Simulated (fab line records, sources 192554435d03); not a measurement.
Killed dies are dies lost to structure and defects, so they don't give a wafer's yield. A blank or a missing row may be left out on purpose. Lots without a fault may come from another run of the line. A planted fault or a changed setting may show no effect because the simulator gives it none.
fab line records | flow n5_finfet
record lots=7 wafers=21
route steps=1938 shown BEOL_M14@1723 BEOL_M15@1773 MIM_BOT_LITHO@1858 PASSIVATION@1923
start_h: hours from the record's first day to the start of the lot's first wafer shown | wait_h: hours since the lot's step before | " the same as in the row above | L1.1+2: a row that stands for several wafers | - no value, or no start given | * or withheld: withheld | < > ~ a bound
route shown NAME@n: a module of which the file shows steps, and the number in the route of the first | usual: mean/standard deviation of fault-free wafers | same: alike in all rows | chamber/n: place in a boat | sites: the reading at each site | _std_site: their standard deviation | _edge_site: outer sites' mean less inner sites' | radius_mm: how far each site lies from the wafer's centre | mask NAME#n: copy n | behind: the tool/chamber that last shaped the wafer | hold: why the lot was held/for how many hours/how that ended | device: the transistor (n, p or np) that didn't switch | end of line: the same wafers' tests at the end of the route | a step without rows: its recipe alone | killed: dies lost to structure and defects at the first sort, not the wafer's yield | map: a wafer's dies, x killed, . not, _ none there
set.NAME: the setting as run; set.NAME@STEP: as run at that earlier step | model.NAME: the simulator's own value behind a step, which no gauge read
lots whose settings were changed on purpose; a table a step, a row a wafer
## steps
# step N5_BEOL_M14_PEB_08
# recipe peb_temp_c=130 peb_time_s=90
# columns lot.wafer tool chamber start_h wait_h set.peb_temp_c
L076.1+3+5 litho_track-04 0 270.49 0.1 130
L078.3+4 litho_track-05 0 270.97 0.0 130
L078.6 " 0 " " 132.6
L077.2+3 litho_track-04 0 271.83 0.0 130
L077.6 " 0 " " 132.1
L080.3+5 litho_track-05 0 287.60 0.0 130
L080.4 " 0 " " 126.9
L083.3+5+6 litho_track-01 0 300.85 0.0 130
L086.1+3+5 litho_track-04 0 317.48 0.1 128.9
L091.1+4 litho_track-01 0 360.28 0.1 126.3
L091.3 " 0 " " 130
# step N5_BEOL_M14_DEVELOP_09
# recipe develop_time_s=45 rinse_liquid=diw dry=air_spin dev_temp_c=21
# step N5_BEOL_M14_HARDBAKE_14
# recipe temp_c=130 time_s=120
# step N5_BEOL_M14_CD_MEAS_10
# recipe target_cd_nm=250 landing_energy_ev=500 detector=se_inlens polarity=opening
# usual cd_nm=250.0/1.6
# columns lot.wafer tool chamber start_h wait_h set.peb_temp_c@BEOL_M14_PEB_08 cd_nm
L076.1 cd_sem-02 0 270.60 - 130 248.7
L076.3 " 0 " " 130 251.0
L076.5 " 0 " " 130 249.5
L078.3 cd_sem-01 0 271.09 - 130 249.2
L078.4 " 0 " " 130 249.4
L078.6 " 0 " " 132.6 261.1
L077.2 cd_sem-02 0 271.95 - 130 250.3
L077.3 " 0 " " 130 249.1
L077.6 " 0 " " 132.1 259.0
L080.3 cd_sem-03 0 287.72 - 130 250.7
L080.4 " 0 " " 126.9 233.5
L080.5 " 0 " " 130 254.4
L083.3 cd_sem-03 0 300.97 - 130 247.0
L083.5 " 0 " " 130 247.2
L083.6 " 0 " " 130 244.7
L086.1 cd_sem-03 0 317.59 - 128.9 243.4
L086.3 " 0 " " 128.9 245.2
L086.5 " 0 " " 128.9 245.2
L091.1 cd_sem-02 0 360.40 - 126.3 225.8
L091.3 " 0 " " 130 250.7
L091.4 " 0 " " 126.3 231.3
# step N5_BEOL_M14_ETCH_59
# recipe chemistry=N2/H2 target=BARC target_depth_a=890 overetch_a=267 time_s=67.9 ion_energy_ev=200 pressure_mtorr=30 source_w=840 bias_w=150 n2_flow_sccm=200 h2_flow_sccm=200
# columns lot.wafer tool chamber start_h wait_h set.time_s model.coat_of_BEOL_M14_COAT_04.thk_nm
L076.1 rie_diel-01 3 270.73 0.0 67.9 719
L076.3 " 2 " " 67.9 721.4
L076.5 " 1 " " 67.9 717
L078.3 rie_diel-01 0 271.45 0.0 55.76 731.4
L078.4 " 2 " " 55.76 730
L078.6 " 0 " " 67.9 718.8
L077.2 rie_diel-01 2 272.23 0.0 63.2 724.6
L077.3 " 3 " " 63.2 722.8
L077.6 " 3 " " 67.9 717.4
L080.3 rie_diel-05 1 287.86 0.0 67.9 721
L080.4 " 0 " " 67.9 720.4
L080.5 " 1 " " 67.9 725.8
L083.3 rie_diel-05 2 301.09 0.0 53.44 728.4
L083.5 " 0 " " 67.9 717.8
L083.6 " 1 " " 53.44 732.2
L086.1 rie_diel-06 2 317.72 0.0 80.43 703.6
L086.3 " 1 " " 67.9 715.8
L086.5 " 0 " " 67.9 713.4
L091.1 rie_diel-06 3 360.55 0.0 67.9 716.6
L091.3 " 0 " " 56.51 728.4
L091.4 " 2 " " 56.51 728.6
# step N5_BEOL_M14_VIA_ETCH_16
# recipe chemistry=C4F8/O2/Ar target=SiO2 he_inner_torr=15 he_outer_torr=30 target_depth_a=12313 time_s=withheld ion_energy_ev=800 pressure_mtorr=20 source_w=1905 bias_w=2040 Ar_flow_sccm=400 C4F8_flow_sccm=16 O2_flow_sccm=12 ends=cleared
# step N5_BEOL_M14_STRIP_63
# recipe chemistry=O2 power_w=600 temp_c=60 pressure_mtorr=30 rf_frequency_hz=6e+07 bias_power_w=0 overash_fraction=0.3 o2_flow_sccm=225
# step N5_BEOL_M14_STRIP_71
# recipe chemistry=post_etch_residue_remover time_s=60 temp_c=25 remover_ph=withheld remover_water_wt_pct=withheld remover_fluoride_wt_pct=withheld
# step N5_BEOL_M14_SRD_72
# recipe time_s=30 temp_c=23 rinse_liquid=diw dry=n2_spin spin_rpm=1500 dry_time_s=30
# step N5_BEOL_M14_CD_MEAS_17
# recipe target_cd_nm=250 polarity=opening
# usual cd_nm=250.8/2
# columns lot.wafer tool chamber start_h wait_h set.peb_temp_c@BEOL_M14_PEB_08 cd_nm
L076.1 cd_sem-02 - 271.13 0.0 130 249.3
L076.3 " - " " 130 252.1
L076.5 " - " " 130 250.6
L078.3 cd_sem-01 - 271.85 0.0 130 246.9
L078.4 " - " " 130 248.6
L078.6 " - " " 132.6 261.0
L077.2 cd_sem-02 - 272.63 0.0 130 252.4
L077.3 " - " " 130 248.9
L077.6 " - " " 132.1 259.3
L080.3 cd_sem-02 - 288.26 0.0 130 252.6
L080.4 " - " " 126.9 235.0
L080.5 " - " " 130 255.3
L083.3 cd_sem-03 - 301.49 0.0 130 244.4
L083.5 " - " " 130 248.2
L083.6 " - " " 130 241.9
L086.1 cd_sem-02 - 318.12 0.0 128.9 246.5
L086.3 " - " " 128.9 246.7
L086.5 " - " " 128.9 246.9
L091.1 cd_sem-01 - 360.95 0.0 126.3 227.7
L091.3 " - " " 130 248.5
L091.4 " - " " 126.3 229.7
# step N5_BEOL_M15_ILD_DEP_00
# recipe material=SiO2 target_thk_a=16293 temp_c=400 precursor=TEOS/O2 pressure_torr=6.5 rf_w=900 teos_flow_sccm=161.4 gas=O2 flow_sccm=2650 time_s=346.1
# columns lot.wafer tool chamber start_h wait_h set.time_s model.SiO2_of_BEOL_M15_ILD_DEP_00.thk_nm
L076.1+5 pecvd-03 1 275.17 0.0 346.1 1611
L076.3 " 0 " " 346.1 1596
L078.3 pecvd-02 1 276.26 0.0 346.1 1616
L078.4 " 1 " " 332 1590
L078.6 " 2 " " 346.1 1652
L077.2 pecvd-03 2 277.08 0.0 371.5 1713
L077.3 " 1 " " 346.1 1598
L077.6 " 1 " " 371.5 1714
L080.3 pecvd-02 1 293.40 0.1 361.8 1746
L080.4 " 2 " " 346.1 1668
L080.5 " 1 " " 346.1 1686
L083.3 pecvd-01 2 305.62 0.0 346.1 1629
L083.5 " 0 " " 346.1 1622
L083.6 " 2 " " 346.1 1651
L086.1 pecvd-01 2 321.57 0.0 346.1 1611
L086.3 " 0 " " 383.1 1760
L086.5 " 0 " " 346.1 1619
L091.1 pecvd-01 0 365.77 0.0 346.1 1609
L091.3 " 2 " " 346.1 1623
L091.4 " 1 " " 365.9 1721
# step N5_BEOL_M15_THK_MEAS_01
# recipe reads=SiO2_of_BEOL_M15_ILD_DEP_00
# usual M15_ILD_THK=1628/23
# columns lot.wafer tool chamber start_h wait_h set.time_s@BEOL_M15_ILD_DEP_00 M15_ILD_THK[nm]
L076.1 film_metro-02 - 275.42 0.1 346.1 1611
L076.3 " - " " 346.1 1597
L076.5 " - " " 346.1 1610
L078.3 film_metro-01 - 276.51 0.1 346.1 1616
L078.4 " - " " 332 1590
L078.6 " - " " 346.1 1651
L077.2 film_metro-01 - 277.45 0.3 371.5 1713
L077.3 " - " " 346.1 1598
L077.6 " - " " 371.5 1714
L080.3 film_metro-02 - 293.65 0.1 361.8 1745
L080.4 " - " " 346.1 1667
L080.5 " - " " 346.1 1687
L083.3 film_metro-01 - 305.87 0.1 346.1 1628
L083.5 " - " " 346.1 1622
L083.6 " - " " 346.1 1651
L086.1 film_metro-01 - 321.82 0.1 346.1 1611
L086.3 " - " " 383.1 1759
L086.5 " - " " 346.1 1618
L091.1 film_metro-02 - 366.02 0.1 346.1 1609
L091.3 " - " " 346.1 1625
L091.4 " - " " 365.9 1719
# step N5_BEOL_M15_EXPOSE_07
# recipe mask_id=V14 na=0.8 source_shape=annular sigma_inner=0.5 sigma_outer=0.8 polarization=unpolarized attpsm_phase_deg=180 dose_mj=41.25
# columns lot.wafer tool chamber start_h wait_h mask set.dose_mj
L076.1+3+5 krf_scanner-02 0 275.55 - V14#0 41.25
L078.3+6 krf_scanner-01 0 276.77 - V14#0 41.25
L078.4 " 0 " " V14#0 43.7
L077.2+6 krf_scanner-02 0 277.71 - V14#0 43.02
L077.3 " 0 " " V14#0 41.25
L080.3+4+5 krf_scanner-01 0 293.80 - V14#0 41.25
L083.3+5 krf_scanner-02 0 306.01 - V14#0 41.25
L083.6 " 0 " " V14#0 38.53
L086.1 krf_scanner-02 0 321.95 - V14#0 41.25
L086.3+5 " 0 " " V14#0 42.09
L091.1+3+4 krf_scanner-01 0 366.27 - V14#0 38.92
# step N5_BEOL_M15_PEB_08
# recipe peb_temp_c=130 peb_time_s=90
# step N5_BEOL_M15_DEVELOP_09
# recipe develop_time_s=45 rinse_liquid=diw dry=air_spin dev_temp_c=21
# step N5_BEOL_M15_HARDBAKE_14
# recipe temp_c=130 time_s=120
# step N5_BEOL_M15_CD_MEAS_10
# recipe target_cd_nm=360 landing_energy_ev=500 detector=se_inlens polarity=opening
# usual cd_nm=360.8/1.8
# columns lot.wafer tool chamber start_h wait_h set.dose_mj@BEOL_M15_EXPOSE_07 cd_nm
L076.1 cd_sem-03 0 275.72 - 41.25 360.3
L076.3 " 0 " " 41.25 360.0
L076.5 " 0 " " 41.25 361.3
L078.3 cd_sem-03 0 276.94 - 41.25 361.0
L078.4 " 0 " " 43.7 367.9
L078.6 " 0 " " 41.25 361.4
L077.2 cd_sem-02 0 277.88 - 43.02 368.2
L077.3 " 0 " " 41.25 361.3
L077.6 " 0 " " 43.02 369.8
L080.3 cd_sem-03 0 293.96 - 41.25 362.5
L080.4 " 0 " " 41.25 362.0
L080.5 " 0 " " 41.25 362.6
L083.3 cd_sem-02 0 306.17 - 41.25 362.5
L083.5 " 0 " " 41.25 362.2
L083.6 " 0 " " 38.53 350.7
L086.1 cd_sem-02 0 322.12 - 41.25 364.5
L086.3 " 0 " " 42.09 366.5
L086.5 " 0 " " 42.09 363.3
L091.1 cd_sem-02 0 366.45 - 38.92 352.9
L091.3 " 0 " " 38.92 349.3
L091.4 " 0 " " 38.92 352.2
# step N5_BEOL_M15_DESCUM_15
# recipe chemistry=O2 time_s=7.9 source_power_w=50 bias_power_w=20 pressure_mtorr=20 rf_frequency_hz=2.712e+07 temp_c=40 o2_flow_sccm=225
# step N5_BEOL_M15_ETCH_59
# recipe chemistry=N2/H2 target=BARC target_depth_a=890 overetch_a=267 time_s=67.9 ion_energy_ev=200 pressure_mtorr=30 source_w=840 bias_w=150 n2_flow_sccm=200 h2_flow_sccm=200
# step N5_BEOL_M15_VIA_ETCH_16
# recipe chemistry=C4F8/O2/Ar target=SiO2 he_inner_torr=15 he_outer_torr=30 target_depth_a=17922 time_s=withheld ion_energy_ev=800 pressure_mtorr=20 source_w=1905 bias_w=2040 Ar_flow_sccm=400 C4F8_flow_sccm=16 O2_flow_sccm=12 ends=cleared
# columns lot.wafer tool chamber start_h wait_h set.time_s@BEOL_M15_ILD_DEP_00 model.etch.depth_nm
L076.1+5 rie_diel-04 2 275.89 0.0 * 1611
L076.3 " 0 " " * 1596
L078.3 rie_diel-03 2 277.11 0.0 * 1616
L078.4 " 0 " " * 1590
L078.6 " 1 " " * 1652
L077.2 rie_diel-04 0 278.05 0.0 * 1713
L077.3 " 2 " " * 1598
L077.6 " 2 " " * 1714
L080.3 rie_diel-02 3 294.13 0.0 * 1746
L080.4 " 1 " " * 1668
L080.5 " 0 " " * 1686
L083.3 rie_diel-02 1 306.34 0.0 * 1629
L083.5 " 2 " " * 1622
L083.6 " 3 " " * 1651
L086.1 rie_diel-02 0 322.30 0.0 * 1611
L086.3 " 2 " " * 1760
L086.5 " 0 " " * 1619
L091.1 rie_diel-03 3 366.62 0.0 * 1609
L091.3 " 1 " " * 1623
L091.4 " 1 " " * 1721
# step N5_BEOL_M15_STRIP_63
# recipe chemistry=O2 power_w=600 temp_c=60 pressure_mtorr=30 rf_frequency_hz=6e+07 bias_power_w=0 overash_fraction=0.3 o2_flow_sccm=225
# step N5_BEOL_M15_STRIP_64
# recipe chemistry=O2 power_w=600 temp_c=60 pressure_mtorr=30 rf_frequency_hz=6e+07 bias_power_w=0 overash_fraction=0.3 o2_flow_sccm=225
# step N5_BEOL_M15_STRIP_65
# recipe chemistry=post_etch_residue_remover time_s=60 temp_c=25 remover_ph=withheld remover_water_wt_pct=withheld remover_fluoride_wt_pct=withheld
# step N5_BEOL_M15_SRD_66
# recipe time_s=30 temp_c=23 rinse_liquid=diw dry=n2_spin spin_rpm=1500 dry_time_s=30
# step N5_BEOL_M15_CD_MEAS_17
# recipe target_cd_nm=360 polarity=opening
# usual cd_nm=361.9/2.3
# columns lot.wafer tool chamber start_h wait_h set.dose_mj@BEOL_M15_EXPOSE_07 cd_nm
L076.1 cd_sem-01 - 276.30 0.0 41.25 362.7
L076.3 " - " " 41.25 359.5
L076.5 " - " " 41.25 362.1
L078.3 cd_sem-01 - 277.52 0.0 41.25 363.6
L078.4 " - " " 43.7 368.6
L078.6 " - " " 41.25 362.7
L077.2 cd_sem-02 - 278.47 0.0 43.02 368.9
L077.3 " - " " 41.25 362.4
L077.6 " - " " 43.02 371.3
L080.3 cd_sem-03 - 294.54 0.0 41.25 366.5
L080.4 " - " " 41.25 362.9
L080.5 " - " " 41.25 363.7
L083.3 cd_sem-03 - 306.76 0.0 41.25 362.4
L083.5 " - " " 41.25 364.3
L083.6 " - " " 38.53 353.1
L086.1 cd_sem-03 - 322.71 0.0 41.25 365.3
L086.3 " - " " 42.09 369.3
L086.5 " - " " 42.09 365.3
L091.1 cd_sem-03 - 367.03 0.0 38.92 354.5
L091.3 " - " " 38.92 353.0
L091.4 " - " " 38.92 355.4
# step N5_BEOL_M15_COAT_56
# recipe resist=SOC temp_c=250 time_s=60 spin_rpm=1500 resist_thk_nm=550
# step N5_BEOL_M15_ETCH_57
# recipe chemistry=N2/H2 target=SOC source_w=3000 bias_w=350 time_s=750 ion_energy_ev=200 pressure_mtorr=30 n2_flow_sccm=200 h2_flow_sccm=200
# step N5_BEOL_M15_STRIP_62
# recipe chemistry=O2 power_w=600 temp_c=60 pressure_mtorr=30 rf_frequency_hz=6e+07 bias_power_w=0 overash_fraction=0.3 o2_flow_sccm=225
# step N5_BEOL_M15_STRIP_37
# recipe chemistry=O2 power_w=600 temp_c=60 pressure_mtorr=30 rf_frequency_hz=6e+07 bias_power_w=0 overash_fraction=0.3 o2_flow_sccm=225
# step N5_BEOL_M15_ETCH_38
# recipe chemistry=CF4/N2 target=SiCN target_depth_a=1064 taper_deg=2 time_s=120.5 ion_energy_ev=150 mask_material=SiO2 pressure_mtorr=40 source_w=430 bias_w=70 Ar_flow_sccm=100 cf4_flow_sccm=60 n2_flow_sccm=60
# columns lot.wafer tool chamber start_h wait_h set.time_s@BEOL_M15_ILD_DEP_00 model.SiO2_of_BEOL_M15_ILD_DEP_00.thk_nm
L076.1 rie_diel-03 1 - - 346.1 1547
L076.3 " 2 " " 346.1 1533
L076.5 " 2 " " 346.1 1548
L078.3 rie_diel-04 0 - - 346.1 1549
L078.4 " 1 " " 332 1525
L078.6 " 1 " " 346.1 1587
L077.2 rie_diel-03 2 - - 371.5 1650
L077.3 " 3 " " 346.1 1536
L077.6 " 2 " " 371.5 1651
L080.3 rie_diel-04 2 - - 361.8 1682
L080.4 " 1 " " 346.1 1603
L080.5 " 3 " " 346.1 1620
L083.3 rie_diel-02 0 - - 346.1 1565
L083.5 " 2 " " 346.1 1561
L083.6 " 3 " " 346.1 1586
L086.1 rie_diel-02 2 - - 346.1 1549
L086.3 " 3 " " 383.1 1696
L086.5 " 0 " " 346.1 1555
L091.1 rie_diel-02 1 - - 346.1 1546
L091.3 " 2 " " 346.1 1560
L091.4 " 3 " " 365.9 1656
# step N5_MIM_BOT_LITHO_EXPOSE_05
# recipe mask_id=MIM_BOT na=0.55 source_shape=conventional sigma_outer=0.8 polarization=unpolarized dose_mj=24.25
# columns lot.wafer tool chamber start_h wait_h mask set.dose_mj
L076.1+3+5 krf_scanner-02 0 289.12 - MIM_BOT#0 24.25
L078.3+4+6 krf_scanner-01 0 289.56 - MIM_BOT#0 24.89
L077.2+3 krf_scanner-02 0 292.60 - MIM_BOT#0 24.25
L077.6 " 0 " " MIM_BOT#0 22.82
L080.3+4 krf_scanner-02 0 304.32 - MIM_BOT#0 22.84
L080.5 " 0 " " MIM_BOT#0 24.25
L083.3+6 krf_scanner-02 0 315.35 - MIM_BOT#0 23.51
L083.5 " 0 " " MIM_BOT#0 24.25
L086.1+5 krf_scanner-01 0 331.98 - MIM_BOT#0 22.89
L086.3 " 0 " " MIM_BOT#0 24.25
L091.1+3+4 krf_scanner-01 0 379.55 - MIM_BOT#0 24.25
# step N5_MIM_BOT_LITHO_DEVELOP_07
# recipe develop_time_s=60 rinse_liquid=diw dry=air_spin dev_temp_c=21
# columns lot.wafer tool chamber start_h wait_h set.develop_time_s
L076.1+3+5 litho_track-05 0 - - 60
L078.3+4 litho_track-04 0 - - 51.59
L078.6 " 0 " " 60
L077.2 litho_track-04 0 - - 66.58
L077.3+6 " 0 " " 60
L080.3 litho_track-03 0 - - 60
L080.4+5 " 0 " " 55.67
L083.3+5+6 litho_track-04 0 - - 60
L086.1 litho_track-03 0 - - 60
L086.3+5 " 0 " " 53.19
L091.1+3 litho_track-03 0 - - 60
L091.4 " 0 " " 65.42
# step N5_MIM_BOT_LITHO_HARDBAKE_09
# recipe temp_c=130 time_s=120
# step N5_MIM_BOT_LITHO_CD_MEAS_08
# recipe target_cd_nm=3000 landing_energy_ev=500 detector=se_inlens polarity=opening
# usual cd_nm=2999.4/1.9
# columns lot.wafer tool chamber start_h wait_h set.dose_mj@MIM_BOT_LITHO_EXPOSE_05 cd_nm
L076.1 cd_sem-02 0 289.30 - 24.25 2996.2
L076.3 " 0 " " 24.25 2996.8
L076.5 " 0 " " 24.25 3000.3
L078.3 cd_sem-03 0 289.72 - 24.89 3001.5
L078.4 " 0 " " 24.89 2999.5
L078.6 " 0 " " 24.89 3002.8
L077.2 cd_sem-03 0 292.77 - 24.25 2999.9
L077.3 " 0 " " 24.25 2996.7
L077.6 " 0 " " 22.82 2987.0
L080.3 cd_sem-03 0 304.49 - 22.84 2992.1
L080.4 " 0 " " 22.84 2990.7
L080.5 " 0 " " 24.25 3000.7
L083.3 cd_sem-02 0 315.51 - 23.51 2994.4
L083.5 " 0 " " 24.25 3001.4
L083.6 " 0 " " 23.51 2993.6
L086.1 cd_sem-02 0 332.16 - 22.89 2987.8
L086.3 " 0 " " 24.25 2996.9
L086.5 " 0 " " 22.89 2987.4
L091.1 cd_sem-02 0 379.73 - 24.25 3000.4
L091.3 " 0 " " 24.25 3001.9
L091.4 " 0 " " 24.25 3001.7
# step N5_PASSIVATION_DEVELOP_43
# recipe develop_time_s=60 rinse_liquid=diw dry=air_spin dev_temp_c=21
# columns lot.wafer tool chamber start_h wait_h set.develop_time_s
L076.1+3+5 litho_track-05 0 - - 60
L078.3+4+6 litho_track-04 0 - - 60
L077.2 litho_track-01 0 - - 72.05
L077.3+6 " 0 " " 60
L080.3+5 litho_track-01 0 - - 60
L080.4 " 0 " " 53.46
L083.3 litho_track-01 0 - - 47.65
L083.5+6 " 0 " " 60
L086.1+3 litho_track-01 0 - - 60
L086.5 " 0 " " 51.67
L091.1+4 litho_track-05 0 - - 67.04
L091.3 " 0 " " 60
# step N5_PASSIVATION_ETCH_54
# recipe chemistry=CHF3/O2 target=SiO2 target_depth_a=8800 CHF3_flow_sccm=50 O2_flow_sccm=5 Ar_flow_sccm=200 time_s=440 mask_material=PR pressure_mtorr=30 source_w=650 bias_w=170 ion_energy_ev=200
# usual rf_vpp_V=530/7.6
# columns lot.wafer tool chamber start_h wait_h set.bias_w rf_vpp_V
L076.1 rie_diel-05 3 295.14 0.1 170 524
L076.3 " 2 " " 170 538
L076.5 " 2 " " 170 538
L078.3 rie_diel-01 0 295.43 0.1 170 538
L078.4 " 3 " " 187.4 575
L078.6 " 1 " " 170 525
L077.2 rie_diel-01 1 301.02 0.1 149.5 473
L077.3 " 0 " " 170 537
L077.6 " 1 " " 149.5 473
L080.3 rie_diel-01 2 312.40 0.1 170 522
L080.4 " 0 " " 157 506
L080.5 " 1 " " 170 524
L083.3 rie_diel-01 1 322.70 0.1 170 524
L083.5 " 2 " " 170 520
L083.6 " 1 " " 170 525
L086.1 rie_diel-01 0 341.20 0.1 170 538
L086.3 " 2 " " 170 521
L086.5 " 1 " " 170 525
L091.1 rie_diel-05 1 385.37 0.1 170 543
L091.3 " 0 " " 151.9 480
L091.4 " 2 " " 151.9 491
## key
split step=N5_BEOL_M14_PEB_08 setting=peb_temp_c stated=130 by=wafer
response step=N5_BEOL_M14_CD_MEAS_10 reading=cd_nm change=+7.22 per=1% r=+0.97
response step=N5_BEOL_M14_CD_MEAS_17 reading=cd_nm change=+6.96 per=1% r=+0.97
split step=N5_BEOL_M14_ETCH_59 setting=time_s stated=67.9 by=wafer
response step=N5_BEOL_M14_ETCH_59 reading=model.coat_of_BEOL_M14_COAT_04.thk_nm change=-0.641 per=1% r=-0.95
split step=N5_BEOL_M15_ILD_DEP_00 setting=time_s stated=346.1 by=wafer
response step=N5_BEOL_M15_ILD_DEP_00 reading=model.SiO2_of_BEOL_M15_ILD_DEP_00.thk_nm change=+14.7 per=1% r=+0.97
response step=N5_BEOL_M15_THK_MEAS_01 reading=M15_ILD_THK change=+14.5 per=1% r=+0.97
response step=N5_BEOL_M15_VIA_ETCH_16 reading=model.etch.depth_nm change=+14.7 per=1% r=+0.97
response step=N5_BEOL_M15_ETCH_38 reading=model.SiO2_of_BEOL_M15_ILD_DEP_00.thk_nm change=+14.5 per=1% r=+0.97
split step=N5_BEOL_M15_EXPOSE_07 setting=dose_mj stated=41.25 by=wafer
response step=N5_BEOL_M15_CD_MEAS_10 reading=cd_nm change=+1.49 per=1% r=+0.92
response step=N5_BEOL_M15_CD_MEAS_17 reading=cd_nm change=+1.35 per=1% r=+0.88
split step=N5_MIM_BOT_LITHO_EXPOSE_05 setting=dose_mj stated=24.25 by=wafer
response step=N5_MIM_BOT_LITHO_CD_MEAS_08 reading=cd_nm change=+1.79 per=1% r=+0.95
split step=N5_MIM_BOT_LITHO_DEVELOP_07 setting=develop_time_s stated=60 by=wafer
response none clear
split step=N5_PASSIVATION_DEVELOP_43 setting=develop_time_s stated=60 by=wafer
response none in this file
split step=N5_PASSIVATION_ETCH_54 setting=bias_w stated=170 by=wafer
response step=N5_PASSIVATION_ETCH_54 reading=rf_vpp_V change=+4.68 per=1% r=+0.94
